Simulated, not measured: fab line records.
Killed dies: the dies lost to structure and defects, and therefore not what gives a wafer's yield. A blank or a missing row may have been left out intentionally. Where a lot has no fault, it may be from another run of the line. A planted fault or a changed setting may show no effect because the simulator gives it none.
Matching of chambers :: flow n5 finfet :: N5_FIN_CUT_CUT_ETCH_15 on rie si-06 has 4 sister chambers
The step etches Si in HBr/Cl2/O2, target depth 100 nm, bt time 10 s, time 42.4 s. 4 wafers are shown with their chamber, then 8 later ones without.

## WAFERS WITH THEIR CHAMBER
wafer: L078.1
chamber: 2
throttle valve pct (%): 37.3

wafer: L081.4
chamber: 1
throttle valve pct (%): 36.9

wafer: L085.2
chamber: 0
throttle valve pct (%): 37.4

wafer: L091.1
chamber: 3
throttle valve pct (%): 37.6

## WAFERS MISSING THEIR CHAMBER
wafer: L091.3
throttle valve pct (%): 37.4

wafer: L091.4
throttle valve pct (%): 36.9

wafer: L095.1
throttle valve pct (%): 37.4

wafer: L095.2
throttle valve pct (%): 37.7

wafer: L095.4
throttle valve pct (%): 37.3

wafer: L097.2
throttle valve pct (%): 37.4

wafer: L097.3
throttle valve pct (%): 37.7

wafer: L097.6
throttle valve pct (%): 37.4

## WHICH CHAMBER EACH WENT THROUGH
wafer: L091.3
from the rows above: 0
in truth: 0

wafer: L091.4
from the rows above: 1
in truth: 1

wafer: L095.1
from the rows above: 0
in truth: 0

wafer: L095.2
from the rows above: 3
in truth: 3

wafer: L095.4
from the rows above: 2
in truth: 2

wafer: L097.2
from the rows above: 0
in truth: 0

wafer: L097.3
from the rows above: 3
in truth: 3

wafer: L097.6
from the rows above: 0
in truth: 0
8 of 8 placed correctly. Not placeable from these rows: 0. Wrongly placed: 0.
How it was worked out, from the rows above alone: a wafer's distance from a chamber is the root of the sum, over the readings, of the square of ((its reading less the chamber's mean) divided by the reading's scatter). The wafer belongs to the nearest chamber; if the next one is less than 2 further off, it can't be placed. The mean given for a chamber averages the wafers shown for that chamber. The scatter: root of mean squared gap, hidden wafer to nearest shown wafer, with one shown wafer a chamber.
